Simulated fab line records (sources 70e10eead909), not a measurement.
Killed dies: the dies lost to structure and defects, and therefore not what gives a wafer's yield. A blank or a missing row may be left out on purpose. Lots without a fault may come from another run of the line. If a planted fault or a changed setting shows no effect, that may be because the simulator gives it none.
A struck lot beside a sound one -- flow nand harc -- 17 steps out of a route of 1302
Sound: the wafers L469.1, L469.2, L469.5. Struck: wafers L464.2, L464.4, L464.5. The cause is named last.
Per side, at each step with rows, come the tool, then ch with its chambers, and then its first start. Under that, the readings that differ: sound wafers -- struck wafers -- difference of the means -- sigmas: that difference in standard deviations of wafers without a fault.
alike: same words and numbers on both sides, and readings whose means sit less than 2 such deviations apart. not compared: any withheld reading, any reading some wafer has no value for, any bound like >300 that may hide the same value, and any number with overlapping values for which the record gives no deviation.
The two part at a step that has a row with sigmas, a row that says differs or no value, or rows on one side only. Numbers that don't overlap but have no deviation are shown without sigmas and don't part them. Lack of a reading on every wafer of one side parts them only where that side has two or more wafers.

NHARC_A_M0_OVL_MEAS_10: pitch 160 nm.
  sound: overlay-02 at day 32 10:26; struck: overlay-02 at day 29 07:32
reading,sound,struck,difference,sigmas
overlay x nm (nm),0.1 0.3 0.7,-1.7 -1.7 -1.2,-1.9,-2
  alike: overlay y nm
NHARC_A_M0_INSPECT_11:
  sound: defect inspect-01 at day 32 10:28; struck: defect inspect-01 at day 29 07:34
  alike: raw defect count
NHARC_A_M0_DESCUM_14: chemistry O2, time 3 s.
  sound on rie diel-01 ch 0,3, day 32 10:32; struck on rie diel-03 ch 0,3, day 29 07:38
  alike: drypump motor current A, o2 flow sccm, oes product au, rf vpp V, showerhead plenum p Torr, throttle valve pct
  not compared: rf hours counter h
then, 1 step without rows for these wafers: NHARC_A_M0_ETCH_34 (etches the open film in N2/H2, target depth 40 nm, overetch 12 nm, time 43.94 s).
NHARC_A_M0_ETCH_15: etches the open film in C4F8/Ar, target depth 150 nm, overetch 15 nm, time 82.5 s.
  sound on rie diel-01 ch 0,3; struck on rie diel-03 ch 2,3
  alike: oes product au, rf vpp V
  not compared: rf hours counter h
NHARC_A_M0_CD_MEAS_16:
  sound: cd sem-01 at day 32 10:52; struck: cd sem-01 at day 29 07:56
  alike: cd nm
then, 4 steps without rows for these wafers: NHARC_A_M0_STRIP_18 (strips in N2/H2); NHARC_A_M0_STRIP_19 (strips in post etch residue remover, time 600 s); NHARC_A_M0_DEGAS_28 (time 60 s); NHARC_A_M0_PRE_CLEAN_29 (time 30 s).
NHARC_A_M0_PVD_20: deposits TaN, target thk 5 nm, time 8.06 s.
  sound on pvd sputter-01; struck on pvd sputter-01
  alike: throttle valve pct
NHARC_A_M0_PVD_21: deposits Cu, target thk 30 nm, time 20.49 s.
  sound on pvd sputter-01; struck on pvd sputter-01
  alike: throttle valve pct
NHARC_A_M0_ECD_22: material Cu, target thk 400 nm.
  sound on ecd cu-02 ch 0,1, day 32 11:54; struck on ecd cu-01 ch 0,1, day 29 08:56
NHARC_A_M0_ANNEAL_30: time 90 s.
  sound on rtp anneal-02 ch 0, day 32 12:17; struck on rtp anneal-01 ch 0, day 29 09:22
reading,sound,struck,difference,sigmas
anneal temp c max,225.64 225.40 225.74,226.34 226.44 225.91,+0.64,+2
  alike: wafer_temp_C_max
NHARC_A_M0_CMP_23: polishes, t overpolish 20 s, target thk 113.75 nm.
  sound on cmp-01 ch 0,1,2, day 32 12:58; struck on cmp-01 ch 2,3, day 29 09:40
reading,sound,struck,difference,sigmas
time to endpoint s (s),26.2 26.4 30.9,38.3 39.7 37.9,+10.8,+4
  alike: edge zone pressure frac, motor current A, slurry filter dp kPa
NHARC_A_M0_THK_MEAS_24: measures by xrf.
  sound: film metro-02 at day 32 13:15; struck: film metro-02 at day 29 09:58
  alike: thk nm
NHARC_END_SORT_01:
  only the struck wafers appear in the record here, on prober-02 ch 0 at day 31 07:20; the sound ones have no rows

## WHERE THEY PART
At NHARC_A_M0_OVL_MEAS_10 first; at NHARC_END_SORT_01 last (within this record only).

WHY: whatever the simulator had introduced
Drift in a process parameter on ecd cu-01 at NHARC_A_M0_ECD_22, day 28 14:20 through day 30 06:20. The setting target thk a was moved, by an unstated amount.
